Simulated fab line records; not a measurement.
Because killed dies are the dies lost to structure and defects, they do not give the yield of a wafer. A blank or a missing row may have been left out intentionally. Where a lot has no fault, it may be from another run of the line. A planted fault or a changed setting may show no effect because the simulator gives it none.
fab line records	flow n5_finfet
record: lots: 4	wafers: 11	last_day: 19
route steps=1938 shown PMOS_HMC_CHANNEL_EPI@75 FIN_SAQP@90 STI_FIN_REVEAL@205 BEOL_M4@1111 PASSIVATION@1936
lots that met no fault: taken from a fault-free run of the same line
start_h: hours from the record's opening day to when the first of the lot's shown wafers began	wait_h: time in hours since the lot's previous step	" repeats the value in the row above	L1.1+2: one row covering several wafers at once	- value missing, or start not given	* or withheld: withheld	< > ~ a bound
route shown NAME@n: names a module that has steps shown in the file, with the first one's number in the route	usual: average and standard deviation across the fault-free wafers	same: alike in all rows	chamber/n: place in a boat	sites: per-site readings	_std_site: their standard deviation	_edge_site: mean of outer sites minus mean of inner sites	radius_mm: for every site, how far away it sits from the centre of the wafer	mask NAME#n: copy n	behind: tool/chamber where the wafer was last shaped	hold: reason for holding the lot/hours on hold/outcome of the hold	device: the n, p or np transistor that did not switch	end of line: at the end of the route, the tests of the same wafers	a step given without rows: its recipe and nothing more	killed: the dies lost at the first sort to structure and to defects; this is not the yield of the wafer	map: the dies of a wafer, with x for killed, . for not killed, _ for no die there
set.NAME: the setting as run; set.NAME@STEP: as run at that earlier step	model.NAME: the simulator's own value behind a step, which no gauge read
certain route steps with their lots: each step a table, each wafer a row
services: the hour from which a tool's chamber was out of use, counted from the record's first day as start_h (under 0 if before that day), plus the number of hours and why
== steps ==
step: N5_PMOS_HMC_CHANNEL_EPI_PRECLEAN_36
recipe: chemistry: O3/DIW	time_s: 45	temp_c: 22	o3_ppm: 10
step: N5_PMOS_HMC_CHANNEL_EPI_PRECLEAN_18
recipe: chemistry: DHF	time_s: 30	temp_c: 25	dilution: withheld
step: N5_PMOS_HMC_CHANNEL_EPI_SRD_19
recipe: dry: ipa_marangoni	do_ppb: 5	time_s: 30	temp_c: 23	rinse_liquid: diw
step: N5_PMOS_HMC_CHANNEL_EPI_EPI_20
recipe: material: SiGe30	mask_material: SiO2	pressure_torr: 20	target_thk_a: 590	temp_c: 600
step: N5_PMOS_HMC_CHANNEL_EPI_HM_STRIP_35
recipe: chemistry: dHF	temp_c: 25	material: SiO2	target: SiO2	target_depth_a: 396	time_s: 216
step: N5_PMOS_HMC_CHANNEL_EPI_SRD_39
recipe: dry: ipa_marangoni	time_s: 30	temp_c: 23	rinse_liquid: diw
step: N5_PMOS_HMC_CHANNEL_EPI_CMP_21
recipe: material: SiGe30	post_cmp_clean: alkaline_brush	target_thk_nm: 54
step: N5_PMOS_HMC_CHANNEL_EPI_PRECLEAN_40
recipe: chemistry: DHF	time_s: 30	temp_c: 25	dilution: withheld
step: N5_PMOS_HMC_CHANNEL_EPI_PRECLEAN_37
recipe: chemistry: O3/DIW	time_s: 45	temp_c: 22	o3_ppm: 10
step: N5_PMOS_HMC_CHANNEL_EPI_PRECLEAN_24
recipe: chemistry: DHF	time_s: 30	temp_c: 25	dilution: withheld
step: N5_PMOS_HMC_CHANNEL_EPI_SRD_25
recipe: dry: ipa_marangoni	do_ppb: 5	time_s: 30	temp_c: 23	rinse_liquid: diw
step: N5_PMOS_HMC_CHANNEL_EPI_EPI_26
recipe: material: Si	target_thk_a: 38	temp_c: 650	precursor: SiH4/H2	pressure_torr: 20	time_s: 22.7
usual: chamber_pressure_Torr: 20.01/0.048	throttle_valve_pct: 10.98/0.21
lot.wafer	tool	chamber	start_h	wait_h	chamber_pressure_Torr	throttle_valve_pct	model.Si_of_PMOS_HMC_CHANNEL_EPI_EPI_26.thk_nm
L722.3	epi_rpcvd-02	0	50.07	0.1	20.03	11.26	3.714
L722.4	"	0	"	"	20.06	11.20	3.728
L722.5	"	0	"	"	20.03	11.29	3.738
L727.1	epi_rpcvd-02	0	79.95	0.0	20.05	11.31	3.779
L727.3	"	0	"	"	19.97	10.98	5.08
L728.1	epi_rpcvd-02	0	86.34	0.0	20.03	11.19	3.769
L728.3	"	0	"	"	19.97	11.34	5.026
L728.5	"	0	"	"	20.04	11.18	3.795
L740.2	epi_rpcvd-03	0	159.12	0.1	19.99	11.18	3.783
L740.4	"	0	"	"	20.08	11.22	3.761
L740.5	"	0	"	"	20.07	10.99	3.755
step: N5_FIN_SAQP_PRECLEAN_42
recipe: chemistry: O3/DIW	time_s: 60	temp_c: 22	o3_ppm: 10
step: N5_FIN_SAQP_PRECLEAN_00
recipe: chemistry: SC1	time_s: 60	temp_c: 55	mix: 1:2:50
step: N5_FIN_SAQP_PRECLEAN_44
recipe: chemistry: SC2	time_s: 45	temp_c: 35	mix: 1:1:50
step: N5_FIN_SAQP_SRD_01
recipe: dry: ipa_marangoni	time_s: 30	temp_c: 23	rinse_liquid: diw
step: N5_FIN_SAQP_ALD_61
recipe: material: SiO2	target_thk_a: 40	temp_c: 300	ald_precursor_family: BDEAS	ald_co_reactant: O2-plasma	pulse_time_s: 1	purge_time_s: 2	co_reactant_purge_time_s: 2	ald_cycles: 43	pressure_torr: 2
step: N5_FIN_SAQP_DENSIFY_62
recipe: temp_c: 700	time_s: 60	ambient: N2	idle_temp_c: 600	ramp_up_c_per_s: 150	ramp_down_c_per_s: 60	cool_to_c: 600
step: N5_FIN_SAQP_HM_DEP_03
recipe: material: SiNx	target_thk_a: 380	temp_c: 400	precursor: SiH4/NH3/N2	pressure_torr: 1.5	rf_w: 300	time_s: 33.6
step: N5_FIN_SAQP_PECVD_47
recipe: material: a-Si	target_thk_a: 450	temp_c: 400	precursor: SiH4/He	pressure_torr: 3	rf_w: 100	time_s: 36.3
step: N5_FIN_SAQP_PECVD_48
recipe: material: SiNx	target_thk_a: 250	temp_c: 400	precursor: SiH4/NH3/N2	pressure_torr: 1.5	rf_w: 300	time_s: 22.1
step: N5_FIN_SAQP_PECVD_06
recipe: material: a-Si	target_thk_a: 600	temp_c: 400	precursor: SiH4/He	pressure_torr: 3	rf_w: 100	time_s: 48.1
step: N5_FIN_SAQP_HM_DEP_72
recipe: material: SiO2	target_thk_a: 120	temp_c: 400	precursor: SiH4/N2O	pressure_torr: 0.75	rf_w: 275	time_s: 7.2
step: N5_FIN_SAQP_COAT_49
recipe: resist: SOC	temp_c: 250	time_s: 60	spin_rpm: 1500	resist_thk_nm: 100
step: N5_FIN_SAQP_COAT_50
recipe: resist: SiARC	temp_c: 220	time_s: 60	spin_rpm: 1500	resist_thk_nm: 35
step: N5_FIN_SAQP_COAT_10
recipe: resist: CAR-ArF	spin_rpm: 1500	resist_thk_nm: 90
step: N5_FIN_SAQP_EBR_12
recipe: solvent: PGMEA	ebr_width_mm: 1.5
step: N5_FIN_SAQP_SOFTBAKE_11
recipe: temp_c: 110	time_s: 60	resist: CAR-ArF
step: N5_FIN_SAQP_EXPOSE_13
recipe: mask_id: FIN_CORE	na: 1.35	source_shape: dipole	sigma_inner: 0.538	sigma_outer: 0.738	polarization: te	target_cd_nm: 35.6	dose_mj: 63.25
step: N5_FIN_SAQP_PEB_14
recipe: peb_temp_c: withheld	peb_time_s: 60	resist: CAR-ArF
step: N5_FIN_SAQP_DEVELOP_15
recipe: develop_time_s: 30	developer: TMAH	resist: CAR-ArF	dev_temp_c: 23	rinse_liquid: diw	dry: air_spin
step: N5_FIN_SAQP_DESCUM_21
recipe: chemistry: O2	time_s: 7.9	source_power_w: 50	bias_power_w: 20	pressure_mtorr: 20	rf_frequency_hz: 2.712e+07	temp_c: 40	resist: CAR-ArF	o2_flow_sccm: 225
step: N5_FIN_SAQP_ETCH_51
recipe: chemistry: CF4	target: SiARC	target_depth_a: 455	mask_material: CAR-ArF	time_s: 75.8	ion_energy_ev: 80	pressure_mtorr: 40	source_w: 545	bias_w: 36	Ar_flow_sccm: 100	cf4_flow_sccm: 100	ends: cleared
step: N5_FIN_SAQP_ETCH_52
recipe: chemistry: N2/H2	target: SOC	target_depth_a: 1000	overetch_a: 200	mask_material: SiARC	temp_c: 40	time_s: 150	ion_energy_ev: 200	pressure_mtorr: 30	source_w: 840	bias_w: 150	n2_flow_sccm: 200	h2_flow_sccm: 200	ends: end_point
step: N5_STI_FIN_REVEAL_CLEAN_19
recipe: chemistry: O3/DIW	temp_c: 25	time_s: 120	o3_ppm: 10
lot.wafer	tool	chamber	start_h	wait_h	model.Si_of_PMOS_HMC_CHANNEL_EPI_EPI_26.thk_nm
L722.3+4+5	wet_bench-06	3,7,5	66.70	0.0	2.4
L727.1	wet_bench-05	1	98.10	0.1	2.4
L727.3	"	4	"	"	3.8
L728.1+5	wet_bench-06	0,4	107.21	0.1	2.4
L728.3	"	5	"	"	3.6
L740.2+4+5	wet_bench-06	3,2,1	180.20	0.1	2.4
step: N5_BEOL_M4_RC_MEAS_101
usual: DIBL_N: 36.3/1.9	DIBL_P: 36.0/2.1	IOFF_N: 0.16/0.031	IOFF_P: 0.21/0.035	ION_N: 675/14	ION_P: 464/8.5	SS_N: 71.5/0.6	SS_P: 73.3/0.72	VT_N: 250/3.2	VT_P: -250/3.1
lot.wafer	tool	chamber	start_h	wait_h	DIBL_N[mV/V]	DIBL_P[mV/V]	IOFF_N[nA/um]	IOFF_P[nA/um]	ION_N[uA/um]	ION_P[uA/um]	SS_N[mV/dec]	SS_P[mV/dec]	VT_N[mV]	VT_P[mV]
L722.3	prober-01	0	192.98	0.3	35.8	36.9	0.16	0.24	680	471	71.8	73.4	251	-249
L722.4	"	0	"	"	33.1	33.2	0.13	0.19	672	468	71.0	72.2	251	-248
L722.5	"	0	"	"	34.9	36.5	0.16	0.25	676	469	70.9	73.0	249	-244
L727.1	prober-01	0	214.27	0.0	35.1	35.4	0.14	0.20	681	474	71.3	72.9	250	-250
L727.3	"	0	"	"	33.6	33.4	0.12	0.16	681	459	71.4	72.8	252	-257
L728.1	prober-01	0	295.46	0.0	37.8	35.8	0.18	0.22	679	465	70.9	72.6	251	-249
L728.3	"	0	"	"	34.0	32.4	0.12	0.17	687	465	70.2	72.3	255	-249
L728.5	"	0	"	"	37.2	36.0	0.18	0.24	704	478	71.2	73.6	246	-247
L740.2	prober-01	0	340.83	0.2	36.4	36.4	0.14	0.21	650	452	71.2	72.6	254	-250
L740.4	"	0	"	"	35.2	35.1	0.14	0.19	665	461	71.4	72.9	250	-254
L740.5	"	0	"	"	36.7	37.6	0.17	0.22	663	457	71.0	73.8	252	-250
step: N5_PASSIVATION_PROBE_49
usual: defect_limited_yield: 91.0/1.5	killed_at_M0_to_M3: 32/9.6	killed_at_M4_up: 13/4.7	killed_at_contacts: 13/7.2	killed_at_front_end: 44/13	killed_at_other: 4/3.4	killed_dies: 106/18	killed_on_rim: 14/4.2	killed_open: 70/13	killed_short: 35/8	sort_bin_5_function: 5.3/0.97	sort_bin_6_memory: 3.4/0.73	sort_n_pass: 1074/18	sort_yield_pct: 91.0/1.5
same: gross_dies: 1180	killed_at_back_side: 0	sort_bin_4_leakage[%]: 0	sort_bin_8_speed[%]: 0
lot.wafer	tool	chamber	start_h	wait_h	defect_limited_yield[%]	killed_at_M0_to_M3	killed_at_M4_up	killed_at_contacts	killed_at_front_end	killed_at_other	killed_dies	killed_on_rim	killed_open	killed_short	sort_bin_5_function[%]	sort_bin_6_memory[%]	sort_n_pass	sort_yield_pct[%]
L722.3	prober-02	-	272.74	0.1	92.7	39	9	4	32	2	86	10	56	27	4.0	2.9	1094	92.7
L722.4	prober-02	-	272.79	0.2	91.3	30	13	17	40	3	103	12	71	28	4.8	3.6	1077	91.3
L722.5	prober-02	-	272.84	0.2	89.6	46	10	10	47	10	123	20	84	34	5.6	4.3	1057	89.6
L727.1	prober-02	-	296.23	0.3	89.7	34	13	29	46	0	122	14	81	41	6.5	3.6	1058	89.7
L740.2	prober-01	-	446.53	0.1	92.7	20	18	3	38	7	86	17	47	39	4.2	2.6	1094	92.7
killed by level:class
L722.3 BEOL_M2:geometric_particle:open=10 FIN_SAQP:geometric_particle:short=8 BEOL_M0_SAQP:geometric_particle:short=7 BEOL_M0:geometric_particle:open=6 BEOL_M0_SAQP:geometric_particle:open=6 BEOL_M1:geometric_particle:open=6 DUMMY_GATE:geometric_particle:open=4 FIN_SAQP:geometric_particle:open=4
L722.4 MOL_CONTACT_COAG:geometric_particle:open=12 FIN_SAQP:geometric_particle:open=11 BEOL_M4:geometric_particle:open=10 FIN_SAQP:geometric_particle:short=8 BEOL_M2:geometric_particle:open=7 STI_FIN_REVEAL:geometric_particle:open=6 GATE_CUT:geometric_particle:open=5 MOL_CONTACT_COAG:geometric_particle:short=5
L722.5 BEOL_M2:geometric_particle:open=18 BEOL_M0_SAQP:geometric_particle:open=12 FIN_SAQP:geometric_particle:open=11 FIN_SAQP:geometric_particle:short=10 MOL_CONTACT_COAG:geometric_particle:open=8 BEOL_M3:geometric_particle:open=6 GATE_CUT:geometric_particle:open=5 GATE_CUT:geometric_particle:short=5
L727.1 MOL_CONTACT_COAG:geometric_particle:open=25 FIN_SAQP:geometric_particle:short=15 FIN_SAQP:geometric_particle:open=13 BEOL_M4:geometric_particle:open=10 BEOL_M0_SAQP:geometric_particle:open=10 BEOL_M0_SAQP:geometric_particle:short=9 BEOL_M3:geometric_particle:open=9 STARTING-WAFER:geometric_particle:short=7
L740.2 FIN_SAQP:geometric_particle:short=12 FIN_SAQP:geometric_particle:open=8 STI_FIN_REVEAL:geometric_particle:open=5 BEOL_M4:geometric_particle:open=5 GATE_CUT:geometric_particle:short=4 BEOL_M0_SAQP:geometric_particle:short=4 BEOL_M6:geometric_particle:open=4 BEOL_M0:geometric_particle:open=3
== services ==
tool	chamber	start_h	hours	kind
epi_rpcvd-02	-	41.53	8.1	pm
wet_bench-05	-	94.36	3.3	repair
== key ==
first_sign none at tools or gauges
model_effect: step: N5_PMOS_HMC_CHANNEL_EPI_EPI_26	value: Si_of_PMOS_HMC_CHANNEL_EPI_EPI_26.thk_nm	without: 3.771	struck: 5.053
model_effect: step: N5_STI_FIN_REVEAL_CLEAN_19	value: Si_of_PMOS_HMC_CHANNEL_EPI_EPI_26.thk_nm	without: 2.4	struck: 3.7
met_at N5_PMOS_HMC_CHANNEL_EPI_EPI_26
struck_wafers L727.3,L728.3
onset_between 50.07 79.95
fault: kind: process_parameter_drift	tool: epi_rpcvd-02	chamber: -	onset_h: 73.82	steps: N5_PMOS_HMC_CHANNEL_EPI_EPI_26	channel: time_s	offset: *	shape: step	end_h: 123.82	scope: struck_wafers_only	acts_in: *	stated: *
